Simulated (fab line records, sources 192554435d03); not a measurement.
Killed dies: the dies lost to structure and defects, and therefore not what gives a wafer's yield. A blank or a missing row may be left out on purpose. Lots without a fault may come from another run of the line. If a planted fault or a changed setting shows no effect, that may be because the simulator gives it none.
Split-lot trial	flow n5-finfet	21 wafers read across 7 lots, on a route 1938 steps long

== ABOUT THE SPLIT ==
At N5_BEOL_M15_DEP_53 (deposits SiCN from 3MS/NH3, target thk 50 nm, time 17.8 s), the setting time-s was moved away from the recipe's 17.8 s on 4 of the 21 wafers read, by -13.3% to +10.1%. All remaining wafers had this setting at the recipe value.

The reading is taken at the split's own step.

== THE READING ==
SiCN_of_BEOL_M15_DEP_53.thk-nm (the simulator's own value, which no gauge read), in nm, at N5_BEOL_M15_DEP_53 (deposits SiCN from 3MS/NH3, target thk 50 nm, time 17.8 s). No usual value for it is given in the file. Average 49.7 nm, standard deviation 0.64 nm, over the 17 wafers here run with the recipe.

wafer	tool, chamber at the split	time-s as run, s	against the recipe	SiCN_of_BEOL_M15_DEP_53.thk-nm, nm	against lot-mates on the recipe
L076.2	pecvd-03, 0	17.8	recipe	48.6	-
L076.5	pecvd-03, 0	18.59	+4.4%	52.2	+3.2
L076.6	pecvd-03, 2	17.8	recipe	49.4	-
L080.1	pecvd-04, 1	17.8	recipe	49.2	-
L080.3	pecvd-04, 0	17.8	recipe	49	-
L080.6	pecvd-04, 0	17.8	recipe	49.8	-
L079.1	pecvd-01, 0	17.8	recipe	49.8	-
L079.2	pecvd-01, 1	17.8	recipe	50	-
L079.3	pecvd-01, 2	17.8	recipe	50.2	-
L083.4	pecvd-04, 0	17.8	recipe	49.4	-
L083.5	pecvd-04, 1	17.8	recipe	49.2	-
L083.6	pecvd-04, 2	17.8	recipe	50.4	-
L086.2	pecvd-04, 1	17.8	recipe	49	-
L086.3	pecvd-04, 2	17.8	recipe	50	-
L086.4	pecvd-04, 2	15.44	-13.3%	43	-6.5
L091.1	pecvd-04, 1	19.59	+10.1%	54	+4.6
L091.2	pecvd-04, 2	17.8	recipe	49.4	-
L091.3	pecvd-04, 0	19.59	+10.1%	54.2	+4.8
L092.3	pecvd-01, 1	17.8	recipe	49.8	-
L092.4	pecvd-01, 2	17.8	recipe	50.2	-
L092.5	pecvd-01, 1	17.8	recipe	51.4	-

THE FIT
A straight line over all 21 wafers: SiCN_of_BEOL_M15_DEP_53.thk-nm changes by +0.475 nm for each +1% of time-s; r = +0.96; the points scatter about the line by 0.63 nm.
The same after taking each lot's own level away (the mean of its wafers on the recipe; 21 wafers): +0.489 nm for each +1%; r = +0.98; scatter 0.49 nm.
The reading moves by 6.5 nm for the largest change in time-s, on that fit.
Measured against the standard deviation above, the lots' own levels, which go from 49.00 to 50.47 nm, span 2.3 times it.
The two slopes are in agreement: the lot-to-lot level therefore moves the slope only a little.
Check: -6.41 nm against its lot-mates is what the line predicts for one of the wafers moved furthest among these (-13.3%) when that wafer is left out of the fit. Against them it came out at -6.5 nm.

== THE OTHER SPLITS THESE WAFERS WENT THROUGH ==
These wafers also went through other splits before the reading. Each is held against what the fit with the lots' levels taken away leaves over:
other split on the same wafers	wafers away from the commonest value	r with SiCN_of_BEOL_M15_DEP_53.thk-nm (lot level and that fit taken away)
N5_BEOL_M13_ETCH_59 time-s	7	+0.15
N5_BEOL_M13_COAT_65 spin-rpm	7	+0.05
N5_BEOL_M13_SPUTTER_43 time-s	6	+0.18
N5_BEOL_M13_SPUTTER_44 power-w	7	-0.26
N5_BEOL_M15_PEB_26 peb-time-s	7	+0.10
N5_BEOL_M15_TRENCH_ETCH_34 bias-w	8	+0.15
N5_BEOL_M15_CMP_49 down-force-psi	4	-0.08

== THE FILE'S OWN FIT ==
SiCN_of_BEOL_M15_DEP_53.thk-nm changes by +0.498 nm for each +1% of time-s, r = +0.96.
